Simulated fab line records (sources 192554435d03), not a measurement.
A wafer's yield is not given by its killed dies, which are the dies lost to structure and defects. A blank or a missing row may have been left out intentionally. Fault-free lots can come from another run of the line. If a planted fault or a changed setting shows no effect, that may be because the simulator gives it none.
A struck lot beside a sound one + flow n5 finfet + 40 steps out of a route of 1938
Sound: the wafers L866.4, L866.5, L866.6. Struck: wafer L886.5 (left out: L886.3, a lot-mate that was not struck); the cause follows at the end.
Order at every step that has rows: each side's tool, ch and its chambers, its first start. Under that, the readings that differ: sound wafers + struck wafers + difference of the means + sigmas: that difference in standard deviations of wafers without a fault.
alike: readings whose means differ by less than 2 such deviations, and words and numbers that are the same on both sides. not compared: withheld readings, readings that some wafer has no value for, bounds like >300 that may hide the same value, and numbers for which the record gives no deviation and whose values overlap.
The two part at a step that has a row with sigmas, a row that says differs or no value, or rows on one side only. When numbers do not overlap yet have no deviation, they are printed without sigmas and do not part them. Lack of a reading on every wafer of one side parts them only where that side has two or more wafers.

first, 12 steps without rows for these wafers: N5_SDB_STRIP_19 (strips in N2/H2); N5_SDB_STRIP_21 (strips in CF4); N5_SDB_HM_OPEN_20 (chemistry CH3F/O2, target SiNx, stops on poly-Si, target depth 24 nm); N5_SDB_STRIP_22 (strips in N2/H2); N5_SDB_PRECLEAN_23 (cleans in dHF, time 30 s); N5_SDB_DUMMY_REMOVE_24 (chemistry TMAH, target poly-Si, stops on SiO2, target depth 142 nm, time 57 s, rinse time 30 s); N5_SDB_ETCH_25 (etches SiO2 in C4F6/O2, target depth 10 nm, time 3.3 s); N5_SDB_CUT_ETCH_26 (etches Si in HBr/Cl2/O2, target depth 129.6 nm, bt time 20 s, time 51.8 s); N5_SDB_PRECLEAN_38 (cleans in dHF, time 10 s); N5_SDB_PRECLEAN_39 (cleans in O3/DIW, time 45 s); N5_SDB_SRD_28 (time 30 s); N5_SDB_ALD_29 (deposits SiNx, target thk 30 nm, pulse time 1 s, ald cycles 600).
N5_SDB_CMP_30: polishes, stops on poly-Si, t overpolish 1.54 s, target thk 30 nm.
  sound on cmp-01 ch 1,2,3, day 3 23:34; struck on cmp-01 ch 3, day 8 20:26
| reading                                     | sound             | struck | difference | sigmas |
|---------------------------------------------|-------------------|--------|------------|--------|
| overpolish run s (s)                        | 1.544 1.544 1.562 | 1.532  | -0.018     | -2     |
| time to endpoint s (s)                      | 18.9 18.9 18.4    | 8.1    | -10.6      | -6     |
| model.a-Si_of_DUMMY_GATE_CVD_03.thk nm (nm) | 66 65 65.4        | 62.4   | -3.1       |        |
| model.SiNx_of_SDB_ALD_29.thk nm (nm)        | 29.8 30 30        | 26.8   | -3.1       |        |
  alike: motor current A
N5_SDB_THK_MEAS_31:
  sound on film metro-01 at day 3 23:45; struck on film metro-01 at day 8 20:44
| reading      | sound          | struck | difference | sigmas |
|--------------|----------------|--------|------------|--------|
| SDB_THK (nm) | 66.1 64.9 65.5 | 62.3   | -3.2       | -3     |
then, 23 steps without rows for these wafers: N5_DUMMY_REMOVAL_HM_STRIP_01 (strips SiNx in CH3F/O2, stops on poly-Si, target depth 4 nm, time 6.8 s); N5_DUMMY_REMOVAL_STRIP_10 (strips in N2/H2, time 40 s); N5_DUMMY_REMOVAL_PRECLEAN_07 (cleans in dHF, time 30 s); N5_DUMMY_REMOVAL_DUMMY_REMOVE_02 (chemistry TMAH, target poly-Si, stops on SiO2, target depth 142 nm, time 57 s, rinse time 30 s); N5_DUMMY_REMOVAL_PRECLEAN_08 (cleans in NF3:NH3, afs cycles 2, time 20 s, sublimation time 60 s); N5_DUMMY_REMOVAL_PRECLEAN_04 (cleans in DHF, time 37 s); N5_DUMMY_REMOVAL_SRD_05 (time 30 s); N5_HKMG_FIN_IL_REGROW_00 (material SiO2, chemistry O3, target thk 0.75 nm, time 30 s); N5_HKMG_FIN_HK_ALD_01 (deposits HfO2, target thk 1.6 nm, pulse time 3 s, purge time 3 s); N5_HKMG_FIN_HK_ANNEAL_02 (time 30 s); N5_HKMG_FIN_ALD_74 (deposits La2O3, target thk 0.5 nm, pulse time 6 s, co reactant pulse time 1 s); N5_HKMG_FIN_ALD_75 (deposits Al2O3, target thk 1 nm, co reactant pulse time 1 s); N5_HKMG_FIN_COAT_41 (time 60 s, resist thk 300 nm); N5_HKMG_FIN_COAT_42 (time 60 s, resist thk 35 nm); N5_HKMG_FIN_COAT_43 (resist thk 90 nm); N5_HKMG_FIN_EBR_45; N5_HKMG_FIN_SOFTBAKE_44 (time 60 s); N5_HKMG_FIN_EXPOSE_46 (exposes mask NDIPOLE); N5_HKMG_FIN_PEB_47 (peb time 60 s); N5_HKMG_FIN_DEVELOP_48 (develop time 30 s); N5_HKMG_FIN_DESCUM_53 (chemistry O2, time 7.9 s); N5_HKMG_FIN_ETCH_54 (etches SiARC in CF4, target depth 45.5 nm, time 75.8 s); N5_HKMG_FIN_ETCH_55 (etches SOC in N2/H2, target depth 240 nm, time 300 s).
N5_GATE_CUT_ETCH_58: etches SiNx in CH3F/O2, target depth 17 nm, time 128.6 s.
  sound on rie diel-03 ch 0,1, day 4 09:32; struck on rie diel-03 ch 0, day 9 07:19
| reading                              | sound          | struck | difference | sigmas |
|--------------------------------------|----------------|--------|------------|--------|
| model.SiNx_of_SDB_ALD_29.thk nm (nm) | 24.4 24.6 24.6 | 22     | -3         |        |
  alike: drypump motor current A, oes product au, rf vpp V, showerhead plenum p Torr, throttle valve pct
  not compared: rf hours counter h
-- record jumps: 4 days separate the struck wafers' starts on either side; left off in module GATE_CUT, taken up again in module BEOL_M4, whose first shown step is the route's number 1111 --
N5_BEOL_M4_RC_MEAS_101:
  sound on prober-02 ch 0, day 8 00:20; struck on prober-01 ch 0, day 12 20:16
  alike: DIBL_N, DIBL_P, IOFF_N, IOFF_P, ION_N, ION_P, SS_N, SS_P, VT_N, VT_P
N5_PASSIVATION_PROBE_49:
  the record holds rows for the sound wafers here (prober-02, day 12 09:16) but none for the struck ones

== WHERE THEY PART ==
First at N5_SDB_CMP_30; last, within this record, at N5_PASSIVATION_PROBE_49.

WHY: the cause the simulator had injected
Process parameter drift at N5_SDB_CMP_30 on cmp-01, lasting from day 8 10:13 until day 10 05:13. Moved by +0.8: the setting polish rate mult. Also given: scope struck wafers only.
